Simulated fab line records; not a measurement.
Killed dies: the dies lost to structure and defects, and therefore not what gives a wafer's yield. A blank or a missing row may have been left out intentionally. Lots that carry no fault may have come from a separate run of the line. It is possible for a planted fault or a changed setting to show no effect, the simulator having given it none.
Which of the tools did it? -- flow nand harc -- 14 lots with 42 wafers sampled at 6 steps, on a route of 1302 steps

WHAT THE GAUGES SHOWED, per wafer
NHARC_A_BLC_OVL_MEAS_11. Usual: overlay x nm -0.2 nm, standard deviation 0.95; overlay y nm 0.1 nm, standard deviation 0.72.
lot,measured,on,overlay x nm (nm),overlay y nm (nm),flag
L986,day 22 14:44,overlay-01,-0.6 -0.6 0.2,0.8 0.6 0.7,
L987,day 22 23:07,overlay-01,-0.2 -0.6 -0.8,-1.1 -1.5 -1.1,
L988,day 23 07:22,overlay-01,-0.4 -0.5 0.0,0.4 -0.2 -0.1,
L995,day 25 18:40,overlay-01,0.8 0.9 0.6,-0.3 0.0 0.5,
L993,day 25 19:47,overlay-01,-1.1 -0.7 0.0,1.1 -0.2 0.2,
L999,day 27 18:34,overlay-02,-0.1 -1.1 -0.4,-0.4 -0.7 -0.4,
L101,day 28 09:45,overlay-01,-1.4 -1.2 -1.5,0.0 -0.6 -0.9,
L100,day 28 14:38,overlay-02,0.9 1.1 1.4,-0.5 -0.9 -1.3,
L103,day 29 18:55,overlay-01,-0.3 -0.5 -0.1,0.3 0.6 0.5,
L105,day 30 10:36,overlay-01,-0.2 -0.6 -1.1,-0.3 0.0 -0.6,
L104,day 30 10:59,overlay-01,0.1 -0.2 0.2,0.6 0.6 0.9,
L107,day 31 02:45,overlay-01,-0.3 -0.3 -0.5,-0.6 -0.8 -1.1,
L108,day 31 16:02,overlay-01,0.0 -0.3 -0.1,0.6 1.0 0.8,
L109,day 32 06:16,overlay-02,-2.8 -2.6 -2.1,1.1 0.9 1.0,

NHARC_A_M0_THK_MEAS_24: measures by xrf. Usual: thk nm at 114.1 nm, with a standard deviation of 1.8.
lot,measured,on,thk nm (nm),flag
L986,day 22 21:20,film metro-02,114.1 113.7 115.4,
L987,day 23 05:31,film metro-01,115.0 114.4 109.6,
L988,day 23 13:41,film metro-02,114.1 114.5 112.5,
L995,day 26 01:07,film metro-02,29.7 29.0 29.9,OFF
L993,day 26 02:16,film metro-02,28.1 29.1 28.1,OFF
L999,day 28 01:32,film metro-02,113.1 115.3 112.3,
L101,day 28 16:13,film metro-01,113.5 114.0 115.0,
L100,day 28 20:59,film metro-02,113.4 113.0 114.1,
L103,day 30 01:24,film metro-01,113.8 114.9 111.5,
L105,day 30 17:11,film metro-02,115.9 115.9 112.8,
L104,day 30 18:04,film metro-01,115.6 116.8 114.7,
L107,day 31 09:18,film metro-02,116.0 114.9 112.3,
L108,day 31 22:20,film metro-02,113.7 119.5 116.1,
L109,day 32 12:52,film metro-02,112.0 114.2 113.3,

EACH LOT AND THE TOOL THAT RAN IT (in order: tool; ch and the chambers of the sampled wafers; start)
lot,NHARC_A_CONTACT_ALD_18,NHARC_A_M0_DEGAS_28,NHARC_A_M0_ECD_22,NHARC_A_M0_CMP_23
L986,"ald metal-03 ch 0,1,3, day 22 12:41","pvd sputter-01, day 22 19:56","ecd cu-01 ch 0,1, day 22 20:17","cmp-03 ch 0,1,3, day 22 21:02"
L987,"ald metal-04 ch 0,3, day 22 21:00","pvd sputter-02, day 23 04:05","ecd cu-02 ch 0,1, day 23 04:31","cmp-01 ch 0,1,3, day 23 05:11"
L988,"ald metal-03 ch 0,1,2, day 23 05:17","pvd sputter-02, day 23 12:18","ecd cu-01 ch 0,1, day 23 12:43","cmp-01 ch 0,1,3, day 23 13:23"
L995,"ald metal-01 ch 2,3, day 25 16:35","pvd sputter-01, day 25 23:43","ecd cu-01 ch 0,1, day 26 00:05","cmp-03 ch 0,2, day 26 00:50"
L993,"ald metal-04 ch 0,1,3, day 25 17:43","pvd sputter-03, day 26 00:52","ecd cu-01 ch 0,1, day 26 01:19","cmp-01 ch 0,3, day 26 01:56"
L999,"ald metal-01 ch 2,3, day 27 16:35","pvd sputter-03, day 27 23:50","ecd cu-02 ch 0,1, day 28 00:15","cmp-03 ch 0,2,3, day 28 01:17"
L101,"ald metal-01 ch 0,1,3, day 28 07:44","pvd sputter-01, day 28 14:50","ecd cu-02 ch 0,1, day 28 15:16","cmp-02 ch 0,1,3, day 28 15:57"
L100,"ald metal-01 ch 1,2,3, day 28 12:40","pvd sputter-03, day 28 19:36","ecd cu-01 ch 0,1, day 28 20:03","cmp-02 ch 0,1, day 28 20:40"
L103,"ald metal-04 ch 1,2,3, day 29 16:48","pvd sputter-01, day 30 00:00","ecd cu-01 ch 0,1, day 30 00:22","cmp-03 ch 1,2,3, day 30 01:05"
L105,"ald metal-03 ch 0,1,3, day 30 08:31","pvd sputter-01, day 30 15:48","ecd cu-02 ch 0,1, day 30 16:11","cmp-02 ch 0,2,3, day 30 16:55"
L104,"ald metal-04 ch 2,3, day 30 08:53","pvd sputter-02, day 30 16:29","ecd cu-01 ch 0,1, day 30 17:04","cmp-01 ch 0,1,2, day 30 17:47"
L107,"ald metal-03 ch 1,2, day 31 00:40","pvd sputter-03, day 31 07:54","ecd cu-02 ch 0,1, day 31 08:22","cmp-03 ch 2,3, day 31 09:01"
L108,"ald metal-04 ch 0,1, day 31 13:57","pvd sputter-01, day 31 20:56","ecd cu-02 ch 1, day 31 21:21","cmp-01 ch 2,3, day 31 22:03"
L109,"ald metal-04 ch 1,2,3, day 32 04:10","pvd sputter-03, day 32 11:29","ecd cu-02 ch 0,1, day 32 11:54","cmp-03 ch 0,2,3, day 32 12:34"
- NHARC_A_CONTACT_ALD_18: deposits TiN, target thk 3 nm, pulse time 1 s, ald cycles 150.
- NHARC_A_M0_DEGAS_28: time 60 s.
- NHARC_A_M0_ECD_22: material Cu, target thk 400 nm.
- NHARC_A_M0_CMP_23: polishes, t overpolish 20 s, target thk 113.75 nm.

WHAT THE TOOLS THEMSELVES READ (means of the sampled wafers that have a number; where no wafer has one, the mark that the record gives instead)
NHARC_A_CONTACT_ALD_18. Usual: heater power w 1051 W, standard deviation 130; precursor pulse height rel 1.000, standard deviation 0.021.
lot,tool,heater power w (W),precursor pulse height rel,flag
L986,ald metal-03,1007,0.993,
L987,ald metal-04,964,0.997,
L988,ald metal-03,1099,0.994,
L995,ald metal-01,1074,0.995,
L993,ald metal-04,1015,0.992,
L999,ald metal-01,1033,0.980,
L101,ald metal-01,1116,0.993,
L100,ald metal-01,1098,1.006,
L103,ald metal-04,906,1.001,
L105,ald metal-03,1049,0.994,
L104,ald metal-04,901,1.002,
L107,ald metal-03,1046,1.001,
L108,ald metal-04,1160,1.001,
L109,ald metal-04,911,1.014,

NHARC_A_M0_DEGAS_28. Usual: heater power w at 327 W, with a standard deviation of 32.
lot,tool,heater power w (W),flag
L986,pvd sputter-01,306,
L987,pvd sputter-02,329,
L988,pvd sputter-02,338,
L995,pvd sputter-01,306,
L993,pvd sputter-03,313,
L999,pvd sputter-03,332,
L101,pvd sputter-01,306,
L100,pvd sputter-03,327,
L103,pvd sputter-01,328,
L105,pvd sputter-01,327,
L104,pvd sputter-02,321,
L107,pvd sputter-03,318,
L108,pvd sputter-01,313,
L109,pvd sputter-03,340,

NHARC_A_M0_ECD_22. Usual: bath heat duty pct 6.6 %, standard deviation 0.55; bath temp c 25.01 C, standard deviation 0.1.
lot,tool,bath heat duty pct (%),bath temp c (C),flag
L986,ecd cu-01,6.1,25.03,
L987,ecd cu-02,6.6,25.11,
L988,ecd cu-01,6.4,25.01,
L995,ecd cu-01,-,-,OFF
L993,ecd cu-01,-,-,OFF
L999,ecd cu-02,7.0,25.11,
L101,ecd cu-02,7.1,25.13,
L100,ecd cu-01,6.1,25.06,
L103,ecd cu-01,6.6,25.05,
L105,ecd cu-02,6.4,25.00,
L104,ecd cu-01,6.1,25.03,
L107,ecd cu-02,6.7,24.87,
L108,ecd cu-02,6.8,24.91,
L109,ecd cu-02,6.9,24.86,

NHARC_A_M0_CMP_23. Usual: edge zone pressure frac 0.999, standard deviation 0.0049; motor current A 12.0 A, standard deviation 1.2; time to endpoint s 30 s, standard deviation 4.
lot,tool,edge zone pressure frac,motor current A (A),time to endpoint s (s),flag
L986,cmp-03,0.999,11.0,32,
L987,cmp-01,1.003,12.9,27,
L988,cmp-01,0.998,12.7,27,
L995,cmp-03,1.001,11.6,2,OFF
L993,cmp-01,1.001,12.7,2,OFF
L999,cmp-03,1.000,11.2,30,
L101,cmp-02,0.997,11.6,27,
L100,cmp-02,1.003,13.0,28,
L103,cmp-03,0.999,11.3,29,
L105,cmp-02,0.993,10.9,30,
L104,cmp-01,0.997,13.3,32,
L107,cmp-03,1.004,10.7,29,
L108,cmp-01,1.002,12.6,33,
L109,cmp-03,0.998,11.2,30,

THE ANSWER, worked out from the rows above alone
Rule: lot off if the mean of its wafers having a number is beyond 3 standard deviations from the usual mean. Also off: a lot with no number at a reading for which 4 or more lots have one. Any other lot the step has rows for is counted as sound. After the gauges, taken in route order, come the tools' own readings; for these a lot's mean is taken, as printed above. At the first step where some lot is off, the reading lying furthest off is the one used; lots without a number count as furthest.
Off: L995, L993, at NHARC_A_M0_THK_MEAS_24 (thk nm).
If a tool, at a process step before that reading, ran all the lots that are off and no sound lot after the first of them, it fits. The gauges at NHARC_A_M0_THK_MEAS_24 aren't tried: what is off there is off at NHARC_A_M0_ECD_22 too, on other tools, and a gauge's error can't cause that. No candidate that was tried fits.

WHAT THE SIMULATOR HAD PUT IN
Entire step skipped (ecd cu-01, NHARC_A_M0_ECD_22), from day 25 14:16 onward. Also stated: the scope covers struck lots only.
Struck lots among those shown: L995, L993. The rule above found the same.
